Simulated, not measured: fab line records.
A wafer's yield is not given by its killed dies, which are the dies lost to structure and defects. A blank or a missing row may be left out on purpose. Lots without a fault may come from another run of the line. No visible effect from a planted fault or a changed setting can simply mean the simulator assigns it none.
Which tool was responsible? | flow n5-finfet | 11 lots with 33 wafers sampled at 3 steps, on a route of 1938 steps

== WHAT EACH GAUGE READ, for each wafer ==
N5_BEOL_M7_OCD_MEAS_38. Usual: trench-depth-nm at 93.9 nm, with a standard deviation of 1.5.
lot  | measured     | on     | trench-depth-nm (nm) | flag
L623 | day 9 02:49  | ocd-01 | 93.8 94.3 91.0       |
L628 | day 10 08:45 | ocd-01 | 92.4 94.4 93.9       |
L629 | day 10 09:45 | ocd-02 | 95.2 95.5 95.2       |
L627 | day 10 14:04 | ocd-01 | 93.5 91.5 91.9       |
L630 | day 10 16:23 | ocd-02 | 95.2 95.1 95.1       |
L631 | day 10 20:23 | ocd-01 | 91.6 92.9 94.0       |
L632 | day 10 22:12 | ocd-01 | 92.7 95.5 95.3       |
L633 | day 11 06:39 | ocd-02 | 92.3 94.4 92.9       |
L641 | day 13 13:31 | ocd-01 | 94.0 92.2 93.6       |
L644 | day 14 04:22 | ocd-01 | 95.5 94.3 96.3       |
L646 | day 14 19:47 | ocd-01 | 95.3 94.9 95.0       |

N5_BEOL_M7_THK_MEAS_53: measures by xrf. Usual: M7_THK gives 78.6 nm (standard deviation 1.7).
lot  | measured     | on            | M7_THK (nm)    | flag
L623 | day 9 06:05  | film-metro-01 | 79.2 81.3 77.3 |
L628 | day 10 11:54 | film-metro-01 | 77.0 79.9 78.7 |
L629 | day 10 13:37 | film-metro-02 | 79.7 80.4 80.1 |
L627 | day 10 16:40 | film-metro-02 | 79.0 76.1 76.8 |
L630 | day 10 18:54 | film-metro-02 | 78.2 80.4 80.3 |
L631 | day 10 23:19 | film-metro-01 | 77.4 77.9 79.3 |
L632 | day 11 00:17 | film-metro-02 | 77.5 78.4 79.3 |
L633 | day 11 09:18 | film-metro-02 | 76.0 79.2 76.6 |
L641 | day 13 16:00 | film-metro-02 | 78.2 77.4 79.7 |
L644 | day 14 07:49 | film-metro-02 | 80.2 77.5 81.3 |
L646 | day 14 22:44 | film-metro-01 | 79.7 79.9 80.3 |

N5_BEOL_M7_INSPECT_58: inspects for defects (darkfield). Usual: raw-defect-count at 74, with a standard deviation of 26.
lot  | measured     | on                | raw-defect-count | flag
L623 | day 9 06:14  | defect-inspect-02 | 110 107 70       |
L628 | day 10 12:05 | defect-inspect-01 | 55 63 59         |
L629 | day 10 13:46 | defect-inspect-01 | 45 45 56         |
L627 | day 10 16:50 | defect-inspect-02 | 44 64 80         |
L630 | day 10 19:04 | defect-inspect-01 | 54 58 59         |
L631 | day 10 23:29 | defect-inspect-01 | 79 45 58         |
L632 | day 11 00:26 | defect-inspect-02 | 72 70 142        |
L633 | day 11 09:27 | defect-inspect-02 | 53 55 48         |
L641 | day 13 16:10 | defect-inspect-01 | 40 51 87         |
L644 | day 14 07:59 | defect-inspect-02 | 69 69 78         |
L646 | day 14 22:53 | defect-inspect-02 | 73 108 65        |

== TOOL THAT RAN EACH LOT (tool first, then ch and the chambers of the sampled wafers, then the start) ==
The record holds no process step before these readings.

== WHAT THE TOOLS THEMSELVES READ (means of the sampled wafers that have a number; where no wafer has one, the mark that the record gives instead) ==
The record holds no such reading with a usual standard deviation.

== THE ANSWER, worked out from the rows above alone ==
Rule: lot off if the mean of its wafers having a number is beyond 3 standard deviations from the usual mean. A lot without any number at a reading at which 4 lots or more have one is off too. Where the step has rows for the other lots, those lots are counted as sound. First the gauges in route order, then the tools' own readings, where a lot's mean is used as printed above. The first step at which some lot is off is used, and at that step the reading that is off furthest; a lot without a number counts as furthest.
No lot is off at any reading shown: from this, nothing can be told.

== WHAT THE SIMULATOR HAD PUT IN ==
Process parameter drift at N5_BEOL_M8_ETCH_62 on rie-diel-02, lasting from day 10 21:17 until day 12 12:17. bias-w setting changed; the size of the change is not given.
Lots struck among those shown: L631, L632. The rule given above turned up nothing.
